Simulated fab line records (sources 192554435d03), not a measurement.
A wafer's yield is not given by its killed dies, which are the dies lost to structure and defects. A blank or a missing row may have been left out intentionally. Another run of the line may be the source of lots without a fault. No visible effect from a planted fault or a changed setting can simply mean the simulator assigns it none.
Lot-split experiment + flow n5Finfet + 21 wafers read across 7 lots, on a route 1938 steps long

THE SPLIT ITSELF
At N5_BEOL_M9_ILD_DEP_00 (deposits SiCOH lowk from DEMS/porogen, target thk 308.51 nm, time 58 s), the setting timeS was moved away from the recipe's 58 s on 5 of the 21 wafers read, by -14.8% to -4.0%. This setting was run at the recipe's value on the other wafers.

FROM THE SPLIT TO THE READING: what the file shows between them, 1 step
- N5_BEOL_M9_CURE_71: cures SiCOH lowk, time 240 s

THE READING
Values of M9_ILD_THK in nm from N5_BEOL_M9_THK_MEAS_01. Fault-free wafers of this fab line usually give 266.7 nm, standard deviation 2.9 nm.

| wafer  | tool, chamber at the split | timeS as run, s | against the recipe | M9_ILD_THK, nm | against lot-mates on the recipe |
|--------|----------------------------|-----------------|--------------------|----------------|---------------------------------|
| L076.2 | pecvd-04, 1                | 58              | recipe             | 262.1          | -                               |
| L076.4 | pecvd-04, 1                | 58              | recipe             | 265.8          | -                               |
| L076.5 | pecvd-04, 2                | 58              | recipe             | 269.6          | -                               |
| L079.1 | pecvd-04, 2                | 58              | recipe             | 263.5          | -                               |
| L079.2 | pecvd-04, 0                | 58              | recipe             | 263.0          | -                               |
| L079.4 | pecvd-04, 1                | 51.85           | -10.6%             | 243.1          | -20.2                           |
| L083.3 | pecvd-04, 0                | 58              | recipe             | 267.1          | -                               |
| L083.4 | pecvd-04, 2                | 58              | recipe             | 266.5          | -                               |
| L083.5 | pecvd-04, 0                | 58              | recipe             | 265.7          | -                               |
| L088.1 | pecvd-04, 1                | 55.7            | -4.0%              | 252.6          | -18.5                           |
| L088.4 | pecvd-04, 1                | 58              | recipe             | 270.7          | -                               |
| L088.5 | pecvd-04, 2                | 58              | recipe             | 271.5          | -                               |
| L089.1 | pecvd-03, 1                | 58              | recipe             | 260.9          | -                               |
| L089.2 | pecvd-03, 2                | 58              | recipe             | 263.6          | -                               |
| L089.4 | pecvd-03, 2                | 58              | recipe             | 269.8          | -                               |
| L090.1 | pecvd-03, 1                | 54.59           | -5.9%              | 249.9          | -16.7                           |
| L090.2 | pecvd-03, 2                | 58              | recipe             | 266.6          | -                               |
| L090.5 | pecvd-03, 1                | 54.59           | -5.9%              | 254.3          | -12.3                           |
| L092.1 | pecvd-04, 0                | 49.42           | -14.8%             | 225.3          | -43.3                           |
| L092.3 | pecvd-04, 2                | 58              | recipe             | 266.9          | -                               |
| L092.4 | pecvd-04, 2                | 58              | recipe             | 270.3          | -                               |

THE FIT
A straight line over all 21 wafers: M9_ILD_THK changes by +2.6 nm for each +1% of timeS; r = +0.96; the points scatter about the line by 3.3 nm.
The same after taking each lot's own level away (the mean of its wafers on the recipe; 21 wafers): +2.62 nm for each +1%; r = +0.95; scatter 3.5 nm.
The reading moves by 39 nm for the largest change in timeS, on that fit.
Across the lots, their own levels run from 263.25 to 271.10 nm, a range of 2.7 times the standard deviation given above.
Hence the lot-to-lot level has little effect on the slope; both slopes agree.
Check: -33.9 nm against its lot-mates is what the line predicts for one of the wafers moved furthest among these (-14.8%) when that wafer is left out of the fit. It came out at -43.3 nm against them.

FURTHER SPLITS ON THESE WAFERS
Before the reading, these wafers also passed through other splits. Each is held against what the fit with the lots' levels taken away leaves over:
| other split on the same wafers     | wafers away from the commonest value | r with M9_ILD_THK (lot level and that fit taken away) |
|------------------------------------|--------------------------------------|-------------------------------------------------------|
| N5_BEOL_M8_DEVELOP_10 developTimeS | 3                                    | -0.34                                                 |

THE WHOLE CHAIN: every reading that the file lists as answering this split, in the file's order
| step                   | what it does                                                           | reading                                                                                 | change (the file's fit)              | r (the file's) |
|------------------------|------------------------------------------------------------------------|-----------------------------------------------------------------------------------------|--------------------------------------|----------------|
| N5_BEOL_M9_ILD_DEP_00  | deposits SiCOH lowk from DEMS/porogen, target thk 308.51 nm, time 58 s | SiCOH_lowk_of_BEOL_M9_ILD_DEP_00.thkNm (the simulator's own value, which no gauge read) | +3.02 nm for each +1% of the setting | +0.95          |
| N5_BEOL_M9_CURE_71     | cures SiCOH lowk, time 240 s                                           | SiCOH_lowk_of_BEOL_M9_ILD_DEP_00.thkNm (the simulator's own value, which no gauge read) | +2.65 nm for each +1% of the setting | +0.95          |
| N5_BEOL_M9_THK_MEAS_01 |                                                                        | M9_ILD_THK                                                                              | +2.65 for each +1% of the setting    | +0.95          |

THE FILE'S OWN FIT
M9_ILD_THK changes by +2.65 nm for each +1% of timeS, r = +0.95.
